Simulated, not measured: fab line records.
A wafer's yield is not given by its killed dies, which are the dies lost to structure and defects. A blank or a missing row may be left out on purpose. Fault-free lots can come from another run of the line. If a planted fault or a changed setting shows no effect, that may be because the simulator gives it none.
Chamber matching :: flow n5Finfet :: N5_BEOL_M7_ETCH_65 on rieDiel-06: 4 sister chambers
The step etches SiARC in CF4, target depth 15.6 nm, time 26 s. 16 wafers are shown with their chamber, then 8 later ones without.

WAFERS PAIRED WITH THEIR CHAMBERS
wafer: L075.3
chamber: 2
drypumpMotorCurrentA (A): 6.3
showerheadPlenumPTorr (Torr): 2.04
throttleValvePct (%): 16.12

wafer: L075.4
chamber: 3
drypumpMotorCurrentA (A): 6.2
showerheadPlenumPTorr (Torr): 2.18
throttleValvePct (%): 15.02

wafer: L075.6
chamber: 1
drypumpMotorCurrentA (A): 5.9
showerheadPlenumPTorr (Torr): 2.18
throttleValvePct (%): 15.29

wafer: L082.2
chamber: 2
drypumpMotorCurrentA (A): 6.4
showerheadPlenumPTorr (Torr): 2.04
throttleValvePct (%): 16.15

wafer: L082.3
chamber: 0
drypumpMotorCurrentA (A): 5.0
showerheadPlenumPTorr (Torr): 2.25
throttleValvePct (%): 15.42

wafer: L082.5
chamber: 3
drypumpMotorCurrentA (A): 6.2
showerheadPlenumPTorr (Torr): 2.18
throttleValvePct (%): 15.05

wafer: L085.2
chamber: 2
drypumpMotorCurrentA (A): 6.4
showerheadPlenumPTorr (Torr): 2.04
throttleValvePct (%): 16.17

wafer: L085.3
chamber: 1
drypumpMotorCurrentA (A): 5.9
showerheadPlenumPTorr (Torr): 2.18
throttleValvePct (%): 15.33

wafer: L085.4
chamber: 3
drypumpMotorCurrentA (A): 6.2
showerheadPlenumPTorr (Torr): 2.17
throttleValvePct (%): 15.05

wafer: L089.3
chamber: 3
drypumpMotorCurrentA (A): 6.2
showerheadPlenumPTorr (Torr): 2.17
throttleValvePct (%): 15.08

wafer: L089.4
chamber: 1
drypumpMotorCurrentA (A): 5.9
showerheadPlenumPTorr (Torr): 2.18
throttleValvePct (%): 15.33

wafer: L089.5
chamber: 3
drypumpMotorCurrentA (A): 6.2
showerheadPlenumPTorr (Torr): 2.17
throttleValvePct (%): 15.06

wafer: L090.3
chamber: 1
drypumpMotorCurrentA (A): 5.9
showerheadPlenumPTorr (Torr): 2.17
throttleValvePct (%): 15.33

wafer: L090.4
chamber: 0
drypumpMotorCurrentA (A): 5.0
showerheadPlenumPTorr (Torr): 2.25
throttleValvePct (%): 15.47

wafer: L090.5
chamber: 1
drypumpMotorCurrentA (A): 5.9
showerheadPlenumPTorr (Torr): 2.18
throttleValvePct (%): 15.34

wafer: L093.1
chamber: 3
drypumpMotorCurrentA (A): 6.2
showerheadPlenumPTorr (Torr): 2.17
throttleValvePct (%): 15.08

SIGNATURES (averages over the wafers above)
reading: drypumpMotorCurrentA
chamber 0: 5.000
chamber 1: 5.900
chamber 2: 6.367
chamber 3: 6.200
scatter within a chamber: 0.0236

reading: showerheadPlenumPTorr
chamber 0: 2.2500
chamber 1: 2.1780
chamber 2: 2.0400
chamber 3: 2.1733
scatter within a chamber: 0.00422

reading: throttleValvePct
chamber 0: 15.4450
chamber 1: 15.3240
chamber 2: 16.1467
chamber 3: 15.0567
scatter within a chamber: 0.0234
Rule: for a wafer and a chamber, the distance is found by dividing, reading by reading, the gap between the wafer's reading and the chamber's mean by the reading's scatter, squaring, summing and taking the root. The wafer belongs to the nearest chamber; if the next one is less than 2 further off, it can't be placed. The scatter: take each reading less its chamber's mean, square it, sum over the shown wafers, divide by the number of wafers less the number of chambers, and take the root.

WAFERS WITH NO CHAMBER GIVEN
wafer: L093.4
drypumpMotorCurrentA (A): 5.9
showerheadPlenumPTorr (Torr): 2.17
throttleValvePct (%): 15.34

wafer: L093.5
drypumpMotorCurrentA (A): 6.4
showerheadPlenumPTorr (Torr): 2.03
throttleValvePct (%): 16.19

wafer: L094.1
drypumpMotorCurrentA (A): 5.0
showerheadPlenumPTorr (Torr): 2.24
throttleValvePct (%): 15.47

wafer: L094.2
drypumpMotorCurrentA (A): 6.4
showerheadPlenumPTorr (Torr): 2.03
throttleValvePct (%): 16.20

wafer: L094.3
drypumpMotorCurrentA (A): 5.9
showerheadPlenumPTorr (Torr): 2.17
throttleValvePct (%): 15.36

wafer: L095.2
drypumpMotorCurrentA (A): 6.1
showerheadPlenumPTorr (Torr): 2.17
throttleValvePct (%): 15.11

wafer: L095.4
drypumpMotorCurrentA (A): 5.0
showerheadPlenumPTorr (Torr): 2.24
throttleValvePct (%): 15.48

wafer: L095.6
drypumpMotorCurrentA (A): 5.9
showerheadPlenumPTorr (Torr): 2.17
throttleValvePct (%): 15.35

WHICH CHAMBER EACH ONE RAN IN
wafer: L093.4
from the rows above: 1
in truth: 1

wafer: L093.5
from the rows above: 2
in truth: 2

wafer: L094.1
from the rows above: 0
in truth: 0

wafer: L094.2
from the rows above: 2
in truth: 2

wafer: L094.3
from the rows above: 1
in truth: 1

wafer: L095.2
from the rows above: 3
in truth: 3

wafer: L095.4
from the rows above: 0
in truth: 0

wafer: L095.6
from the rows above: 1
in truth: 1
Correct placement for 8 of the 8. From these rows, 0 cannot be placed. 0 placed wrongly.
